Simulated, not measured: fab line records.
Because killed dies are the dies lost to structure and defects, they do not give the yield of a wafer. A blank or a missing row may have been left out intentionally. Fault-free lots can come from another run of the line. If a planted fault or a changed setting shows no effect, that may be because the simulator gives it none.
What tool caused it? / flow n5Finfet / 10 lots with 30 wafers sampled at 3 steps, on a route of 1938 steps

== WHAT EACH GAUGE READ, for each wafer ==
N5_BEOL_M12_RS_MEAS_54: uses a four-point probe to measure. Usual: M12_RS typically reads 0.0597 ohm/sq, with standard deviation 0.00083.
lot=L189; measured=day 12 12:15; on=filmMetro-01; M12_RS (ohm/sq)=0.0586 0.0599 0.0605; flag=
lot=L194; measured=day 13 22:46; on=filmMetro-02; M12_RS (ohm/sq)=0.0586 0.0594 0.0594; flag=
lot=L198; measured=day 14 11:58; on=filmMetro-01; M12_RS (ohm/sq)=0.0595 0.0591 0.0605; flag=
lot=L199; measured=day 14 22:53; on=filmMetro-01; M12_RS (ohm/sq)=0.0605 0.0585 0.0603; flag=
lot=L207; measured=day 16 15:07; on=filmMetro-02; M12_RS (ohm/sq)=0.0594 0.0601 0.0590; flag=
lot=L206; measured=day 16 15:26; on=filmMetro-01; M12_RS (ohm/sq)=0.0578 0.0585 0.0599; flag=
lot=L208; measured=day 16 17:44; on=filmMetro-01; M12_RS (ohm/sq)=0.0603 0.0607 0.0592; flag=
lot=L209; measured=day 17 03:02; on=filmMetro-02; M12_RS (ohm/sq)=0.0601 0.0605 0.0605; flag=
lot=L210; measured=day 18 00:02; on=filmMetro-01; M12_RS (ohm/sq)=0.0602 0.0599 0.0598; flag=
lot=L212; measured=day 18 23:38; on=filmMetro-01; M12_RS (ohm/sq)=0.0595 0.0611 0.0603; flag=

N5_BEOL_M13_CD_MEAS_10 targets a cd of 190 nm. Usual: 190.2 nm for cdNm, sd 1.
lot=L189; measured=day 12 12:53; on=cdSem-02; cdNm (nm)=187.6 188.5 188.0; flag=
lot=L194; measured=day 13 23:24; on=cdSem-02; cdNm (nm)=190.6 190.4 190.1; flag=
lot=L198; measured=day 14 12:37; on=cdSem-01; cdNm (nm)=190.3 190.3 191.1; flag=
lot=L199; measured=day 14 23:25; on=cdSem-01; cdNm (nm)=190.3 191.4 191.2; flag=
lot=L207; measured=day 16 15:38; on=cdSem-01; cdNm (nm)=188.7 190.6 190.2; flag=
lot=L206; measured=day 16 16:05; on=cdSem-01; cdNm (nm)=189.8 190.7 190.1; flag=
lot=L208; measured=day 16 18:16; on=cdSem-03; cdNm (nm)=190.3 190.9 190.8; flag=
lot=L209; measured=day 17 03:36; on=cdSem-02; cdNm (nm)=189.4 190.7 191.2; flag=
lot=L210; measured=day 18 00:34; on=cdSem-02; cdNm (nm)=190.3 189.5 188.9; flag=
lot=L212; measured=day 19 00:20; on=cdSem-03; cdNm (nm)=191.0 191.1 191.9; flag=

== WHAT TOOL EACH LOT RAN ON (gives the tool, then ch and the chambers of the sampled wafers, and finally the start) ==
lot=L189; N5_BEOL_M12_ANNEAL_48=rtpAnneal-02 ch 0, day 12 11:30
lot=L194; N5_BEOL_M12_ANNEAL_48=rtpAnneal-02 ch 0, day 13 22:10
lot=L198; N5_BEOL_M12_ANNEAL_48=rtpAnneal-02 ch 0, day 14 11:15
lot=L199; N5_BEOL_M12_ANNEAL_48=rtpAnneal-02 ch 0, day 14 22:13
lot=L207; N5_BEOL_M12_ANNEAL_48=rtpAnneal-02 ch 0, day 16 14:25
lot=L206; N5_BEOL_M12_ANNEAL_48=rtpAnneal-02 ch 0, day 16 14:46
lot=L208; N5_BEOL_M12_ANNEAL_48=rtpAnneal-02 ch 0, day 16 17:04
lot=L209; N5_BEOL_M12_ANNEAL_48=rtpAnneal-02 ch 0, day 17 02:21
lot=L210; N5_BEOL_M12_ANNEAL_48=rtpAnneal-02 ch 0, day 17 23:19
lot=L212; N5_BEOL_M12_ANNEAL_48=rtpAnneal-02 ch 0, day 18 22:55
- N5_BEOL_M12_ANNEAL_48: time 90 s.

== AS READ BY THE TOOLS THEMSELVES (means over the sampled wafers that have a number; for cases with no such wafer, the mark the record gives instead) ==
N5_BEOL_M12_ANNEAL_48. Usual: 225.74 for wafer_temp_C_max, sd 0.21.
lot=L189 tool=rtpAnneal-02 wafer_temp_C_max=225.58 flag=
lot=L194 tool=rtpAnneal-02 wafer_temp_C_max=225.47 flag=
lot=L198 tool=rtpAnneal-02 wafer_temp_C_max=225.62 flag=
lot=L199 tool=rtpAnneal-02 wafer_temp_C_max=225.96 flag=
lot=L207 tool=rtpAnneal-02 wafer_temp_C_max=225.65 flag=
lot=L206 tool=rtpAnneal-02 wafer_temp_C_max=225.72 flag=
lot=L208 tool=rtpAnneal-02 wafer_temp_C_max=225.89 flag=
lot=L209 tool=rtpAnneal-02 wafer_temp_C_max=225.91 flag=
lot=L210 tool=rtpAnneal-02 wafer_temp_C_max=225.79 flag=
lot=L212 tool=rtpAnneal-02 wafer_temp_C_max=225.68 flag=

== THE ANSWER, worked out from the rows above alone ==
Rule: a lot counts as off when the mean over its wafers that have a number is more than 3 standard deviations away from the usual mean. Also off: a lot with no number at a reading for which 4 or more lots have one. All remaining lots with rows at the step are treated as sound. After the gauges, taken in route order, come the tools' own readings; for these a lot's mean is taken, as printed above. The first step at which some lot is off is used, and at that step the reading that is off furthest; a lot without a number counts as furthest.
None of the lots is off at any reading shown; this tells nothing.

== WHAT THE SIMULATOR HAD INSERTED ==
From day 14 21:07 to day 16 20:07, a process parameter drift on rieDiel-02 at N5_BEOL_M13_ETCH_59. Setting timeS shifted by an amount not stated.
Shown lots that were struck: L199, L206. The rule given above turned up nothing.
